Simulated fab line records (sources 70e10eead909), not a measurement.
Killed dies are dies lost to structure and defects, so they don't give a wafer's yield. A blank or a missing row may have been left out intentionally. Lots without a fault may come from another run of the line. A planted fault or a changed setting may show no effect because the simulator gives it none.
Struck lot and sound lot, side by side | flow nand-harc | 40 out of 1159 route steps
Sound: these wafers, L909.2, L909.5, L909.6. Wafers L914.3, L914.4, L914.6 were the ones struck. The cause is named last.
At each step with rows: each side's tool, then ch and its chambers, then its first start. Under that, the readings that differ: sound wafers | struck wafers | difference of the means | sigmas: that difference in standard deviations of wafers without a fault.
alike: readings whose means differ by less than 2 such deviations, and words and numbers that are the same on both sides. not compared: withheld readings, readings that some wafer has no value for, bounds like >300 that may hide the same value, and numbers for which the record gives no deviation and whose values overlap.
A row with sigmas, a row that says differs or no value, or rows on one side alone: a step with any of these is where the two part. Numbers that have no deviation but don't overlap get no sigmas and don't part them. Lack of a reading on every wafer of one side parts them only where that side has two or more wafers.

NHARC_A_BLC_CD_MEAS_10: target cd 100 nm.
  sound on cd-sem-01 ch 0, day 17 15:12; struck on cd-sem-01 ch 0, day 19 17:13
  alike: cd-nm
NHARC_A_BLC_OVL_MEAS_11:
  sound on overlay-01 at day 17 15:17; struck on overlay-02 at day 19 17:17
  alike: overlay-x-nm, overlay-y-nm
NHARC_A_BLC_INSPECT_12:
  sound on defect-inspect-01 at day 17 15:19; struck on defect-inspect-01 at day 19 17:20
  alike: raw-defect-count
then, 3 steps without rows for these wafers: NHARC_A_BLC_DESCUM_15 (chemistry O2, time 3 s); NHARC_A_BLC_ETCH_16 (etches the open film in CF4, target depth 39 nm, time 65 s); NHARC_A_BLC_ETCH_17 (etches the open film in N2/H2, target depth 390 nm, time 609.38 s).
NHARC_A_BLC_ETCH_18: etches the open film in C4F8/O2/Ar, target depth 910 nm.
  sound on rie-diel-01 ch 0,1,2; struck on rie-diel-07 ch 1,2,3
  alike: oes-product-au, rf-vpp-V
  not compared: rf-hours-counter-h
NHARC_A_BLC_CD_MEAS_19:
  sound on cd-sem-01 at day 17 17:50; struck on cd-sem-02 at day 19 18:23
  alike: cd-nm
then, 3 steps without rows for these wafers: NHARC_A_BLC_STRIP_29 (strips in CF4); NHARC_A_BLC_STRIP_21 (strips in O2); NHARC_A_BLC_STRIP_22 (strips in post etch residue remover, time 600 s).
NHARC_A_BLC_DEGAS_30: time 60 s.
  sound on pvd-sputter-03 at day 17 18:28; struck on pvd-sputter-03 at day 19 19:00
  reading              | sound | struck               | difference                   | sigmas
  susceptor-temp-C (C) | - - - | 300.22 299.74 300.12 | no value on the sound wafers |
  alike: heater-power-w
NHARC_A_BLC_PRE_CLEAN_31: time 15 s.
  sound on pvd-sputter-03 at day 17 18:30; struck on pvd-sputter-03 at day 19 19:08
then, 1 step without rows for these wafers: NHARC_A_BLC_PVD_32 (deposits Ti, target thk 5 nm, time 17.7 s).
NHARC_A_BLC_ALD_23: deposits TiN, target thk 3 nm, pulse time 1 s, ald cycles 150.
  sound on ald-metal-02 ch 1,2,3, day 17 18:44; struck on ald-metal-03 ch 0,1,3, day 19 19:22
  reading              | sound                | struck | difference                    | sigmas
  susceptor-temp-C (C) | 449.61 450.24 450.02 | - - -  | no value on the struck wafers |
  alike: heater-power-outer-w, heater-power-w, precursor-pulse-height-rel
  not compared: since-wet-clean-h
then, 13 steps without rows for these wafers: NHARC_A_BLC_CVD_24 (deposits W, target thk 150 nm, time 434 s); NHARC_A_BLC_CMP_25 (polishes, t overpolish 30 s, target thk 150 nm); NHARC_A_BLC_SRD_27; NHARC_A_M0_DEP_00 (deposits SiOC, target thk 150 nm); NHARC_A_M0_DEHYDRATE_01 (time 120 s); NHARC_A_M0_HMDS_02 (time 30 s); NHARC_A_M0_COAT_33 (time 65 s); NHARC_A_M0_COAT_03 (resist thk 90 nm); NHARC_A_M0_SOFTBAKE_04 (time 55 s); NHARC_A_M0_EBR_05; NHARC_A_M0_EXPOSE_06 (exposes mask A M0, target cd 80 nm); NHARC_A_M0_PEB_07 (peb time 65 s); NHARC_A_M0_DEVELOP_08 (develop time 35 s).
NHARC_A_M0_CD_MEAS_09: target cd 80 nm.
  sound on cd-sem-02 ch 0, day 17 22:11; struck on cd-sem-03 ch 0, day 19 21:25
  alike: cd-nm
NHARC_A_M0_OVL_MEAS_10: pitch 160 nm.
  sound on overlay-01 at day 17 22:16; struck on overlay-02 at day 19 21:30
  alike: overlay-x-nm, overlay-y-nm
then, 1 step without rows for these wafers: NHARC_A_M0_DESCUM_14 (chemistry O2, time 3 s).
NHARC_A_M0_ETCH_34: etches the open film in N2/H2, target depth 40 nm, overetch 12 nm, time 43.94 s.
  sound on rie-diel-04 ch 1,2, day 17 22:29; struck on rie-diel-09 ch 1,2, day 19 21:41
  reading                     | sound             | struck            | difference | sigmas
  drypump-motor-current-A (A) | 5.25 5.71 5.26    | 6.08 5.75 6.09    | +0.57      | +2
  oes-product-au (a.u.)       | 1.029 0.997 1.033 | 0.991 0.991 0.996 | -0.027     | -2
  alike: rf-vpp-V, showerhead-plenum-p-Torr, throttle-valve-pct
  not compared: rf-hours-counter-h
then, 1 step without rows for these wafers: NHARC_A_M0_ETCH_15 (etches the open film in C4F8/Ar, target depth 150 nm, overetch 15 nm, time 82.5 s).
NHARC_A_M0_CD_MEAS_16:
  sound on cd-sem-01 at day 17 22:43; struck on cd-sem-03 at day 19 21:54
  alike: cd-nm
then, 3 steps without rows for these wafers: NHARC_A_M0_STRIP_18 (strips in N2/H2); NHARC_A_M0_STRIP_19 (strips in post etch residue remover, time 600 s); NHARC_A_M0_DEGAS_28 (time 60 s).
NHARC_A_M0_PRE_CLEAN_29: time 30 s.
  sound on pvd-sputter-01; struck on pvd-sputter-03
  alike: heater-power-w, susceptor-temp-C
then, 1 step without rows for these wafers: NHARC_A_M0_PVD_20 (deposits TaN, target thk 5 nm, time 8.06 s).
NHARC_END_SORT_01:
  here the record holds rows for the struck wafers (prober-01 ch 0, day 21 18:50) but none for the sound ones

## WHERE THEY PART
At NHARC_A_BLC_DEGAS_30 first; at NHARC_END_SORT_01 last (within this record only).

WHY: what the simulator had put in
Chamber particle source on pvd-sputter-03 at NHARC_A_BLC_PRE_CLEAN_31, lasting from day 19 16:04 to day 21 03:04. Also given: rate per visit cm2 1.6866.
